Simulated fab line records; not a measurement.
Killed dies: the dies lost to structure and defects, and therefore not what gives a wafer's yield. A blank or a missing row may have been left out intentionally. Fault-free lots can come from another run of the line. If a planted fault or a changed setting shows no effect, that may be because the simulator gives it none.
fab line records	flow n5_finfet
[record] lots = 7	wafers = 39
route steps=1938 shown WELL_APT@26 FIN_SAQP@96 DUMMY_GATE@243 HKMG_FIN@451 MOL_CONTACT_COAG@544 BEOL_M0@736 BEOL_M2@904 BEOL_M3@977 BEOL_M5@1191 BEOL_M7@1299 BEOL_M10@1527 BEOL_M12@1637 BEOL_M14@1749 PAD_METAL@1896 PASSIVATION@1936
start_h: hours from the record's opening day to when the first of the lot's shown wafers began	wait_h: hours from the lot's prior step to this one	" unchanged from the row above	L1.1+2: a single row standing in for several wafers	- value missing, or start not given	* or withheld: withheld	< > ~ a bound
route shown NAME@n: names a module that has steps shown in the file, with the first one's number in the route	usual: mean/standard deviation of fault-free wafers	same: alike in all rows	chamber/n: place in a boat	sites: each site's reading	_std_site: the standard deviation of these	_edge_site: the outer-site mean with the inner-site mean subtracted	radius_mm: how far each site lies from the wafer's centre	mask NAME#n: copy n	behind: tool/chamber where the wafer was last shaped	hold: the reason the lot was held/the length of the hold in hours/how it ended	device: transistor that didn't switch, given as n, p or np	end of line: tests run on the same wafers once the route is complete	a step without rows: its recipe alone	killed: count of dies lost to structure and defects at first sort (not the wafer's yield)	map: shows each die of a wafer: x if killed, . if not, _ if none is there
set.NAME: the setting that was run; set.NAME@STEP: the one run at that earlier step	model.NAME: the simulator's own value behind a step, which no gauge read
lots run with intentionally changed settings; tables by step, rows by wafer
[[steps]]
[step N5_WELL_APT_DEVELOP_07]
[recipe] develop_time_s = 45	rinse_liquid = surfactant_rinse	dry = air_spin	dev_temp_c = 21
[step N5_FIN_SAQP_HM_DEP_03]
[recipe] material = SiNx	target_thk_a = 380	temp_c = 400	precursor = SiH4/NH3/N2	pressure_torr = 1.5	rf_w = 300	time_s = 33.6
[step N5_DUMMY_GATE_ETCH_31]
[recipe] chemistry = C4F6/O2	target = SiO2	mask_material = SOC	target_depth_a = 825	time_s = 27.5	ion_energy_ev = 250	pressure_mtorr = 30	source_w = 345	bias_w = 185	Ar_flow_sccm = 300	C4F6_flow_sccm = 10	O2_flow_sccm = 10
[step N5_HKMG_FIN_ETCH_67]
[recipe] chemistry = N2/H2	target = SOC	target_depth_a = 3889	stop_on = TiN	ion_energy_ev = 100	bias_w = 61	pressure_mtorr = 30	source_w = 850	n2_flow_sccm = 200	h2_flow_sccm = 200
[step N5_MOL_CONTACT_COAG_ALD_20]
[recipe] material = TiN	target_thk_a = 15	temp_c = 400	ald_precursor_family = TiCl4	ald_co_reactant = NH3	pulse_time_s = 1	purge_time_s = 3	co_reactant_purge_time_s = 2	co_reactant_pulse_time_s = 2	ald_cycles = 68	pressure_torr = 3
[step N5_BEOL_M0_SPUTTER_132]
[recipe] material = Cu	target_thk_a = 40	temp_c = -20	chamber_pressure_pa = 0.07	power_w = withheld	time_s = 7.37
[step N5_BEOL_M2_SPUTTER_48]
[recipe] material = Cu	target_thk_a = 45	temp_c = -20	chamber_pressure_pa = 0.07	power_w = withheld	time_s = 8.29
[step N5_BEOL_M3_VIA_ETCH_34]
[recipe] chemistry = C4F6/O2	target_depth_a = 694	mask_material = SOC	pressure_mtorr = 15	ion_energy_ev = 250	taper_deg = 4	time_s = 65.9	source_w = 350	bias_w = 170	Ar_flow_sccm = 300	C4F6_flow_sccm = 10	O2_flow_sccm = 10
[step N5_BEOL_M5_DEP_56]
[recipe] material = SiCN	target_thk_a = 80	temp_c = withheld	precursor = 3MS/NH3	pressure_torr = 3	rf_w = 202	time_s = 14
[step N5_BEOL_M7_DESCUM_33]
[recipe] chemistry = O2	time_s = 7	source_power_w = 50	bias_power_w = 20	pressure_mtorr = 20	rf_frequency_hz = 2.712e+07	temp_c = 40	resist = CAR-EUV	o2_flow_sccm = 225
[step N5_BEOL_M10_SPUTTER_48]
[recipe] material = Cu	target_thk_a = 120	temp_c = -20	bias_v = 60	power_w = 26000	chamber_pressure_pa = 0.13	time_s = 2
[step N5_BEOL_M12_ETCH_68]
[recipe] chemistry = N2/H2	target = SOC	mask_material = SiARC	source_w = 3000	bias_w = 350	temp_c = 40	time_s = 285	ion_energy_ev = 200	pressure_mtorr = 30	n2_flow_sccm = 200	h2_flow_sccm = 200
[step N5_BEOL_M14_DESCUM_33]
[recipe] chemistry = O2	time_s = 7.9	source_power_w = 50	bias_power_w = 20	pressure_mtorr = 20	rf_frequency_hz = 2.712e+07	temp_c = 40	o2_flow_sccm = 225
[step N5_PASSIVATION_AL_DEP_21]
[recipe] material = Al	target_thk_a = 28000	temp_c = 400	time_s = 170	power_w = 30000	chamber_pressure_pa = 0.4	gas = Ar
[step N5_PASSIVATION_PROBE_49]
[usual] defect_limited_yield = 91.2/1.4	killed_at_other = 3.1/2.3	killed_dies = 103/16	sort_bin_5_function = 5.1/0.91
lot.wafer	tool	chamber	start_h	wait_h	set.develop_time_s@WELL_APT_DEVELOP_07	set.time_s@FIN_SAQP_HM_DEP_03	set.target_depth_a@DUMMY_GATE_ETCH_31	set.target_depth_a@HKMG_FIN_ETCH_67	set.ald_cycles@MOL_CONTACT_COAG_ALD_20	set.target_thk_a@BEOL_M0_SPUTTER_132	set.time_s@BEOL_M2_SPUTTER_48	set.time_s@BEOL_M3_VIA_ETCH_34	set.target_thk_a@BEOL_M5_DEP_56	set.time_s@BEOL_M7_DESCUM_33	set.target_thk_a@BEOL_M10_SPUTTER_48	set.time_s@BEOL_M12_ETCH_68	set.time_s@BEOL_M14_DESCUM_33	set.time_s@PASSIVATION_AL_DEP_21	defect_limited_yield[%]	killed_at_other	killed_dies	sort_bin_5_function[%]
L076.1	prober-02	-	283.78	0.0	45	33.6	825	3889	68	40	8.29	65.9	80	7	120	285	7.9	170	90.9	1	107	5.4
L076.5	prober-02	-	283.98	0.2	45	33.6	825	3889	68	40	8.29	65.9	80	7	120	285	7.9	170	90.9	2	107	5.3
L076.6	prober-02	-	284.03	0.3	45	33.6	825	3889	68	40	8.29	65.9	80	7	120	285	7.9	170	91.8	1	97	4.9
L078.1	prober-02	-	295.14	0.0	45	28.11	825	3889	68	40	3.322	36.37	80	5.368	120	285	7.9	170	89.7	5	122	6.4
L078.2	prober-02	-	295.19	0.1	21.28	33.6	427.7	3889	68	50.47	3.322	65.9	80	7	120	285	6.387	170	0	6	1180	97.1
L078.3	prober-02	-	295.24	0.1	21.28	28.11	825	3889	68	50.47	8.29	65.9	67.73	5.368	120	285	7.9	170	91.0	3	106	5.8
L078.4	prober-02	-	295.29	0.2	21.28	33.6	427.7	3889	68	40	8.29	36.37	67.73	7	120	285	6.387	170	0	3	1180	96.0
L078.5	prober-02	-	295.34	0.2	45	28.11	427.7	3889	68	50.47	3.322	36.37	67.73	7	120	285	7.9	170	0	1	1180	96.9
L078.6	prober-02	-	295.39	0.3	45	33.6	825	3889	68	40	8.29	65.9	80	5.368	120	285	6.387	170	92.4	7	90	4.2
L083.1	prober-01	-	331.16	0.0	45	33.6	1311	3889	68	40	8.29	65.9	80	7	120	285	7.9	170	92.2	1	92	4.6
L083.2	prober-01	-	331.21	0.1	45	17.37	825	2639	68	40	8.29	65.9	80	7	151	285	7.9	170	90.9	3	107	4.9
L083.3	prober-01	-	331.26	0.1	45	17.37	1311	3889	68	40	8.29	65.9	80	8.074	151	285	6.366	170	88.9	2	131	6.9
L083.4	prober-01	-	331.31	0.2	45	33.6	825	2639	68	40	8.29	65.9	80	8.074	151	285	6.366	264.2	0	1107	1180	97.6
L083.5	prober-01	-	331.36	0.2	45	17.37	1311	2639	68	40	8.29	65.9	80	7	120	285	6.366	264.2	0	1095	1180	97.3
L083.6	prober-01	-	331.41	0.3	45	33.6	825	3889	68	40	8.29	65.9	80	8.074	120	285	7.9	264.2	0	1078	1180	96.4
L086.1	prober-02	-	342.81	0.0	51.91	18.7	825	3889	68	40	8.29	65.9	80	7	120	285	7.9	170	92.4	5	90	4.1
L086.2	prober-02	-	342.86	0.1	51.91	18.7	635.6	6220	68	40	4.758	88.67	80	8.974	120	175.8	7.9	170	83.4	6	196	12.8
L086.3	prober-02	-	342.91	0.1	45	18.7	825	6220	68	40	4.758	88.67	80	7	120	285	7.9	170	92.8	2	85	3.9
L086.4	prober-02	-	342.96	0.2	45	33.6	635.6	3889	68	40	4.758	65.9	80	7	120	175.8	7.9	170	89.1	2	129	6.2
L086.5	prober-02	-	343.01	0.2	45	33.6	825	6220	68	40	8.29	65.9	80	8.974	120	175.8	7.9	170	90.6	3	111	5.3
L086.6	prober-02	-	343.06	0.3	51.91	33.6	635.6	3889	68	40	8.29	88.67	80	8.974	120	285	7.9	170	79.6	0	241	16.8
L090.1	prober-01	-	362.07	0.0	45	33.6	1239	3889	68	40	8.29	40.48	80	7	120	285	7.9	224.5	0	1097	1180	97.1
L090.2	prober-01	-	362.12	0.1	45	44.23	1239	3889	80	61.78	8.29	65.9	80	7	120	285	7.9	224.5	0	1093	1180	96.5
L090.3	prober-01	-	362.17	0.1	45	44.23	825	3889	68	40	3.34	65.9	80	7	120	285	7.9	224.5	0	1069	1180	95.4
L090.4	prober-01	-	362.22	0.2	45	44.23	1239	3889	80	40	3.34	40.48	80	7	120	285	7.9	170	93.3	2	79	4.2
L090.5	prober-01	-	362.27	0.2	45	33.6	825	3889	68	61.78	8.29	65.9	80	7	120	285	7.9	170	89.8	6	120	6.4
L090.6	prober-01	-	362.32	0.3	45	33.6	825	3889	80	61.78	3.34	40.48	80	7	120	285	7.9	170	91.0	4	106	5.3
L095.1	prober-01	-	380.03	0.0	45	51.11	825	2233	28	40	8.29	98.06	80	5.226	141.4	120.4	6.204	196.5	48.8	496	604	47.3
L095.2	prober-01	-	380.08	0.1	29.87	51.11	988.4	2233	68	20.8	8.29	65.9	80	5.226	120	120.4	7.9	196.5	51.1	465	577	45.3
L095.3	prober-01	-	380.13	0.1	45	33.6	825	2233	28	20.8	8.29	65.9	110.8	5.226	120	285	7.9	170	87.4	6	149	7.1
L095.4	prober-01	-	380.18	0.2	45	33.6	988.4	3889	68	40	8.29	98.06	110.8	7	120	285	6.204	196.5	46.7	518	629	49.2
L095.5	prober-01	-	380.23	0.2	29.87	51.11	988.4	3889	28	40	8.29	65.9	110.8	7	141.4	120.4	7.9	170	87.1	3	152	7.4
L095.6	prober-01	-	380.28	0.3	29.87	33.6	825	3889	68	20.8	8.29	98.06	80	7	141.4	285	6.204	170	88.5	3	136	6.7
L091.1	prober-01	-	425.92	0.0	45	33.6	1090	3889	68	40	8.29	65.9	65.37	7	120	285	7.9	170	90.9	3	107	5.3
L091.2	prober-01	-	425.97	0.1	45	33.6	825	3889	68	40	4.926	47.12	65.37	7	161.8	359.5	7.9	170	90.3	3	115	6.4
L091.3	prober-01	-	426.02	0.1	36.23	33.6	825	3889	68	60.53	8.29	47.12	80	7	161.8	359.5	7.9	170	90.9	6	107	5.7
L091.4	prober-01	-	426.07	0.2	45	33.6	1090	3889	68	60.53	4.926	65.9	65.37	9.885	120	359.5	7.9	170	91.1	6	105	4.7
L091.5	prober-01	-	426.12	0.2	36.23	33.6	825	3889	68	60.53	8.29	65.9	80	9.885	161.8	285	7.9	170	92.3	2	91	3.6
L091.6	prober-01	-	426.17	0.3	36.23	33.6	1090	3889	68	40	4.926	47.12	80	9.885	120	285	7.9	170	91.3	4	103	5.3
// killed by level:class
L076.1 MOL_CONTACT_COAG:geometric_particle:open=12 FIN_SAQP:geometric_particle:open=11 MOL_CONTACT_COAG:geometric_particle:short=8 STI_FIN_REVEAL:geometric_particle:open=7 GATE_CUT:geometric_particle:short=7 BEOL_M2:geometric_particle:open=7 BEOL_M1:geometric_particle:open=7 FIN_SAQP:geometric_particle:short=5
L076.5 STI_FIN_REVEAL:geometric_particle:open=18 MOL_CONTACT_COAG:geometric_particle:open=13 FIN_SAQP:geometric_particle:open=12 BEOL_M0_SAQP:geometric_particle:open=9 STARTING-WAFER:geometric_particle:open=6 FIN_SAQP:geometric_particle:short=5 BEOL_M0:geometric_particle:open=5 BEOL_M2:geometric_particle:open=5
L076.6 MOL_CONTACT_COAG:geometric_particle:open=15 FIN_SAQP:geometric_particle:open=12 MOL_CONTACT_COAG:geometric_particle:short=7 STI_FIN_REVEAL:geometric_particle:open=6 BEOL_M0_SAQP:geometric_particle:open=6 BEOL_M1:geometric_particle:open=5 BEOL_M0_SAQP:geometric_particle:short=4 STARTING-WAFER:geometric_particle:open=4
L078.1 STI_FIN_REVEAL:geometric_particle:open=18 FIN_SAQP:geometric_particle:open=9 MOL_CONTACT_COAG:geometric_particle:open=9 BEOL_M2:geometric_particle:short=8 BEOL_M4:geometric_particle:open=8 GATE_CUT:geometric_particle:short=7 BEOL_M2:geometric_particle:open=6 DUMMY_GATE:geometric_particle:open=5
L078.2 DUMMY_GATE:area_etch=1084 MOL_CONTACT_COAG:geometric_particle:open=13 BEOL_M2:geometric_particle:open=12 FIN_SAQP:geometric_particle:open=7 DUMMY_GATE:geometric_particle:open=5 BEOL_M0_SAQP:geometric_particle:open=5 BEOL_M2:geometric_particle:short=5 GATE_CUT:geometric_particle:short=4
L078.3 BEOL_M0_SAQP:geometric_particle:short=12 GATE_CUT:geometric_particle:short=11 STI_FIN_REVEAL:geometric_particle:open=10 BEOL_M0_SAQP:geometric_particle:open=7 FIN_SAQP:geometric_particle:short=6 BEOL_M2:geometric_particle:short=6 FIN_SAQP:geometric_particle:open=5 MOL_CONTACT_COAG:geometric_particle:open=5
L078.4 DUMMY_GATE:area_etch=1075 MOL_CONTACT_COAG:geometric_particle:open=19 FIN_SAQP:geometric_particle:short=15 FIN_SAQP:geometric_particle:open=12 BEOL_M5:geometric_particle:open=7 STI_FIN_REVEAL:geometric_particle:open=6 GATE_CUT:geometric_particle:short=6 BEOL_M2:geometric_particle:open=5
L078.5 DUMMY_GATE:area_etch=1096 FIN_SAQP:geometric_particle:open=10 MOL_CONTACT_COAG:geometric_particle:open=9 BEOL_M0_SAQP:geometric_particle:short=7 FIN_SAQP:geometric_particle:short=6 BEOL_M0_SAQP:geometric_particle:open=6 BEOL_M2:geometric_particle:open=5 STARTING-WAFER:geometric_particle:short=5
L078.6 DUMMY_GATE:geometric_particle:open=8 BEOL_M0_SAQP:geometric_particle:open=8 BEOL_M0:geometric_particle:open=8 BEOL_M3:geometric_particle:open=7 GATE_CUT:geometric_particle:short=6 BEOL_M0_SAQP:geometric_particle:short=5 BEOL_M2:geometric_particle:open=4 STARTING-WAFER:geometric_particle:open=3
L083.1 BEOL_M4:geometric_particle:open=11 BEOL_M0_SAQP:geometric_particle:short=9 BEOL_M0_SAQP:geometric_particle:open=9 MOL_CONTACT_COAG:geometric_particle:open=8 FIN_SAQP:geometric_particle:short=6 GATE_CUT:geometric_particle:short=6 BEOL_M1:geometric_particle:short=4 BEOL_M1:geometric_particle:open=4
L083.2 BEOL_M0_SAQP:geometric_particle:open=10 BEOL_M4:geometric_particle:open=10 BEOL_M0_SAQP:geometric_particle:short=8 MOL_CONTACT_COAG:geometric_particle:open=8 BEOL_M1:geometric_particle:open=8 FIN_SAQP:geometric_particle:short=5 BEOL_M0:geometric_particle:open=5 DUMMY_GATE:geometric_particle:short=4
L083.3 MOL_CONTACT_COAG:geometric_particle:open=14 BEOL_M0_SAQP:geometric_particle:short=14 BEOL_M2:geometric_particle:open=13 BEOL_M0:geometric_particle:open=9 MOL_CONTACT_COAG:geometric_particle:short=8 BEOL_M0_SAQP:geometric_particle:open=8 BEOL_M4:geometric_particle:open=8 FIN_SAQP:geometric_particle:short=7
L083.4 PASSIVATION:area_etch=1105 BEOL_M0_SAQP:geometric_particle:open=9 BEOL_M2:geometric_particle:open=9 STI_FIN_REVEAL:geometric_particle:open=8 DUMMY_GATE:geometric_particle:open=6 BEOL_M0_SAQP:geometric_particle:short=5 MOL_CONTACT_COAG:geometric_particle:open=5 GATE_CUT:geometric_particle:short=4
L083.5 PASSIVATION:area_etch=1092 BEOL_M0_SAQP:geometric_particle:short=23 BEOL_M0_SAQP:geometric_particle:open=14 BEOL_M2:geometric_particle:open=8 FIN_SAQP:geometric_particle:short=7 MOL_CONTACT_COAG:geometric_particle:open=6 BEOL_M0:geometric_particle:open=4 BEOL_M6:geometric_particle:open=3
L083.6 PASSIVATION:area_etch=1075 BEOL_M0_SAQP:geometric_particle:short=13 BEOL_M2:geometric_particle:open=9 BEOL_M0_SAQP:geometric_particle:open=9 FIN_SAQP:geometric_particle:short=7 STI_FIN_REVEAL:geometric_particle:open=7 GATE_CUT:geometric_particle:short=7 MOL_CONTACT_COAG:geometric_particle:open=7
L086.1 BEOL_M0_SAQP:geometric_particle:short=13 BEOL_M2:geometric_particle:open=8 STI_FIN_REVEAL:geometric_particle:open=7 STARTING-WAFER:geometric_particle:short=7 MOL_CONTACT_COAG:geometric_particle:open=6 DUMMY_GATE:geometric_particle:open=5 BEOL_M0:geometric_particle:open=5 GATE_CUT:geometric_particle:short=4
L086.2 DUMMY_GATE:area_etch=84 MOL_CONTACT_COAG:geometric_particle:open=13 BEOL_M0_SAQP:geometric_particle:open=11 STI_FIN_REVEAL:geometric_particle:open=10 BEOL_M0_SAQP:geometric_particle:short=10 BEOL_M2:geometric_particle:open=7 DUMMY_GATE:geometric_particle:open=5 BEOL_M2:geometric_particle:short=5
L086.3 BEOL_M0_SAQP:geometric_particle:short=8 MOL_CONTACT_COAG:geometric_particle:open=7 STI_FIN_REVEAL:geometric_particle:open=6 BEOL_M3:geometric_particle:open=6 BEOL_M1:geometric_particle:open=5 BEOL_M2:geometric_particle:open=5 GATE_CUT:geometric_particle:short=4 BEOL_M2:interface_void_opened=4
L086.4 FIN_SAQP:geometric_particle:short=15 STI_FIN_REVEAL:geometric_particle:open=12 BEOL_M0_SAQP:geometric_particle:open=10 FIN_SAQP:geometric_particle:open=9 BEOL_M0_SAQP:geometric_particle:short=8 MOL_CONTACT_COAG:geometric_particle:open=7 GATE_CUT:geometric_particle:open=6 DUMMY_GATE:area_etch=6
L086.5 BEOL_M3:geometric_particle:open=12 BEOL_M0_SAQP:geometric_particle:short=10 BEOL_M0_SAQP:geometric_particle:open=9 DUMMY_GATE:geometric_particle:open=8 FIN_SAQP:geometric_particle:short=7 BEOL_M2:geometric_particle:open=6 BEOL_M4:geometric_particle:open=6 BEOL_M5:geometric_particle:open=6
L086.6 DUMMY_GATE:area_etch=137 BEOL_M4:geometric_particle:open=13 BEOL_M2:geometric_particle:open=11 STI_FIN_REVEAL:geometric_particle:open=8 MOL_CONTACT_COAG:geometric_particle:open=8 BEOL_M0_SAQP:geometric_particle:open=6 BEOL_M0_SAQP:geometric_particle:short=6 FIN_SAQP:geometric_particle:open=5
L090.1 PASSIVATION:area_etch=1092 MOL_CONTACT_COAG:geometric_particle:open=15 DUMMY_GATE:geometric_particle:open=7 BEOL_M0_SAQP:geometric_particle:short=7 BEOL_M3:geometric_particle:open=6 BEOL_M0_SAQP:geometric_particle:open=6 FIN_SAQP:geometric_particle:short=5 MOL_CONTACT_COAG:geometric_particle:short=5
L090.2 PASSIVATION:area_etch=1086 MOL_CONTACT_COAG:geometric_particle:open=19 BEOL_M0_SAQP:geometric_particle:short=9 STI_FIN_REVEAL:geometric_particle:open=6 BEOL_M0_SAQP:geometric_particle:open=6 DUMMY_GATE:geometric_particle:open=5 MOL_CONTACT_COAG:geometric_particle:short=5 BEOL_M5:geometric_particle:short=5
L090.3 PASSIVATION:area_etch=1063 MOL_CONTACT_COAG:geometric_particle:open=14 BEOL_M0_SAQP:geometric_particle:short=12 FIN_SAQP:geometric_particle:open=9 BEOL_M0_SAQP:geometric_particle:open=9 GATE_CUT:geometric_particle:short=8 BEOL_M3:geometric_particle:open=8 FIN_SAQP:geometric_particle:short=7
L090.4 BEOL_M0_SAQP:geometric_particle:short=9 MOL_CONTACT_COAG:geometric_particle:open=8 DUMMY_GATE:geometric_particle:open=5 GATE_CUT:geometric_particle:open=5 GATE_CUT:geometric_particle:short=5 FIN_SAQP:geometric_particle:short=4 BEOL_M2:interface_void_opened=4 FIN_SAQP:geometric_particle:open=3
L090.5 MOL_CONTACT_COAG:geometric_particle:open=19 FIN_SAQP:geometric_particle:open=13 BEOL_M0_SAQP:geometric_particle:short=12 FIN_SAQP:geometric_particle:short=10 BEOL_M0_SAQP:geometric_particle:open=9 STI_FIN_REVEAL:geometric_particle:open=8 GATE_CUT:geometric_particle:short=6 BEOL_M3:geometric_particle:open=4
L090.6 BEOL_M0_SAQP:geometric_particle:open=20 BEOL_M0_SAQP:geometric_particle:short=15 MOL_CONTACT_COAG:geometric_particle:open=11 FIN_SAQP:geometric_particle:short=7 DUMMY_GATE:geometric_particle:open=7 GATE_CUT:geometric_particle:short=4 MOL_CONTACT_COAG:geometric_particle:short=4 STARTING-WAFER:geometric_particle:open=4
L095.1 PASSIVATION:area_etch=492 STI_FIN_REVEAL:geometric_particle:open=14 FIN_SAQP:geometric_particle:short=11 MOL_CONTACT_COAG:geometric_particle:open=11 FIN_SAQP:geometric_particle:open=10 BEOL_M4:geometric_particle:open=8 BEOL_M0_SAQP:geometric_particle:open=6 BEOL_M3:geometric_particle:open=6
L095.2 PASSIVATION:area_etch=462 FIN_SAQP:geometric_particle:open=13 FIN_SAQP:geometric_particle:short=12 BEOL_M0:interface_void_opened=10 BEOL_M0_SAQP:geometric_particle:open=8 STI_FIN_REVEAL:geometric_particle:open=7 GATE_CUT:geometric_particle:short=6 MOL_CONTACT_COAG:geometric_particle:open=6
L095.3 STI_FIN_REVEAL:geometric_particle:open=15 FIN_SAQP:geometric_particle:short=14 FIN_SAQP:geometric_particle:open=14 BEOL_M0_SAQP:geometric_particle:short=10 MOL_CONTACT_COAG:geometric_particle:open=9 BEOL_M0:interface_void_opened=9 BEOL_M0_SAQP:geometric_particle:open=9 BEOL_M2:geometric_particle:open=9
L095.4 PASSIVATION:area_etch=518 BEOL_M2:geometric_particle:open=9 BEOL_M4:geometric_particle:open=8 FIN_SAQP:geometric_particle:short=7 STI_FIN_REVEAL:geometric_particle:open=7 BEOL_M3:geometric_particle:open=7 MOL_CONTACT_COAG:geometric_particle:open=6 DUMMY_GATE:geometric_particle:open=6
L095.5 MOL_CONTACT_COAG:geometric_particle:open=17 FIN_SAQP:geometric_particle:short=16 FIN_SAQP:geometric_particle:open=12 BEOL_M0_SAQP:geometric_particle:short=12 BEOL_M3:geometric_particle:open=12 BEOL_M1:geometric_particle:open=10 BEOL_M0_SAQP:geometric_particle:open=9 STI_FIN_REVEAL:geometric_particle:open=7
L095.6 BEOL_M0_SAQP:geometric_particle:short=19 BEOL_M0_SAQP:geometric_particle:open=17 MOL_CONTACT_COAG:geometric_particle:open=14 STI_FIN_REVEAL:geometric_particle:open=10 BEOL_M3:geometric_particle:open=10 BEOL_M1:geometric_particle:open=6 BEOL_M0:geometric_particle:open=6 BEOL_M4:geometric_particle:open=5
L091.1 FIN_SAQP:geometric_particle:open=24 STI_FIN_REVEAL:geometric_particle:open=15 FIN_SAQP:geometric_particle:short=12 GATE_CUT:geometric_particle:short=5 BEOL_M1:geometric_particle:short=5 BEOL_M0_SAQP:geometric_particle:short=4 BEOL_M1:geometric_particle:open=4 BEOL_M2:geometric_particle:open=4
L091.2 FIN_SAQP:geometric_particle:open=13 FIN_SAQP:geometric_particle:short=11 BEOL_M2:geometric_particle:open=11 MOL_CONTACT_COAG:geometric_particle:open=9 STI_FIN_REVEAL:geometric_particle:open=8 GATE_CUT:geometric_particle:short=8 MOL_CONTACT_COAG:geometric_particle:short=6 BEOL_M1:geometric_particle:open=6
L091.3 FIN_SAQP:geometric_particle:open=23 FIN_SAQP:geometric_particle:short=11 BEOL_M2:geometric_particle:open=9 STI_FIN_REVEAL:geometric_particle:open=8 BEOL_M1:geometric_particle:open=8 MOL_CONTACT_COAG:geometric_particle:open=6 DUMMY_GATE:geometric_particle:short=4 DUMMY_GATE:geometric_particle:open=4
L091.4 FIN_SAQP:geometric_particle:short=11 FIN_SAQP:geometric_particle:open=10 GATE_CUT:geometric_particle:short=7 BEOL_M0_SAQP:geometric_particle:open=7 BEOL_M2:geometric_particle:open=6 BEOL_M0_SAQP:geometric_particle:short=6 BEOL_M4:geometric_particle:open=5 BEOL_M4:geometric_particle:short=5
L091.5 FIN_SAQP:geometric_particle:open=14 DUMMY_GATE:geometric_particle:open=9 GATE_CUT:geometric_particle:short=7 MOL_CONTACT_COAG:geometric_particle:open=6 FIN_SAQP:geometric_particle:short=5 BEOL_M0_SAQP:geometric_particle:short=5 BEOL_M0_SAQP:geometric_particle:open=5 STI_FIN_REVEAL:geometric_particle:short=4
L091.6 FIN_SAQP:geometric_particle:open=15 BEOL_M0_SAQP:geometric_particle:open=9 BEOL_M2:geometric_particle:open=8 GATE_CUT:geometric_particle:short=7 BEOL_M0_SAQP:geometric_particle:short=6 BEOL_M1:geometric_particle:open=6 MOL_CONTACT_COAG:geometric_particle:open=5 STI_FIN_REVEAL:geometric_particle:open=4
[[key]]
[split] step = N5_WELL_APT_DEVELOP_07	setting = develop_time_s	stated_as = 45
response none clear
[split] step = N5_FIN_SAQP_HM_DEP_03	setting = time_s	stated_as = 33.6
response none clear
[split] step = N5_DUMMY_GATE_ETCH_31	setting = target_depth_a	stated_as = 825
response none clear
[split] step = N5_HKMG_FIN_ETCH_67	setting = target_depth_a	stated_as = 3889
response none clear
[split] step = N5_MOL_CONTACT_COAG_ALD_20	setting = ald_cycles	stated_as = 68
response none clear
[split] step = N5_BEOL_M0_SPUTTER_132	setting = target_thk_a	stated_as = 40
response none clear
[split] step = N5_BEOL_M2_SPUTTER_48	setting = time_s	stated_as = 8.29
response none clear
[split] step = N5_BEOL_M3_VIA_ETCH_34	setting = time_s	stated_as = 65.9
response none clear
[split] step = N5_BEOL_M5_DEP_56	setting = target_thk_a	stated_as = 80
response none clear
[split] step = N5_BEOL_M7_DESCUM_33	setting = time_s	stated_as = 7
response none clear
[split] step = N5_BEOL_M10_SPUTTER_48	setting = target_thk_a	stated_as = 120
response none clear
[split] step = N5_BEOL_M12_ETCH_68	setting = time_s	stated_as = 285
response none clear
[split] step = N5_BEOL_M14_DESCUM_33	setting = time_s	stated_as = 7.9
response none clear
[split] step = N5_PASSIVATION_AL_DEP_21	setting = time_s	stated_as = 170
[response] step = N5_PASSIVATION_PROBE_49	reading = killed_at_other	slope = +23.9	per = 1%	together_with = all	explained = 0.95
[response] step = N5_PASSIVATION_PROBE_49	reading = sort_bin_5_function	slope = +1.86	per = 1%	together_with = all	explained = 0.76
[response] step = N5_PASSIVATION_PROBE_49	reading = defect_limited_yield	slope = -1.84	per = 1%	together_with = all	explained = 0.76
[response] step = N5_PASSIVATION_PROBE_49	reading = killed_dies	slope = +21.8	per = 1%	together_with = all	explained = 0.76
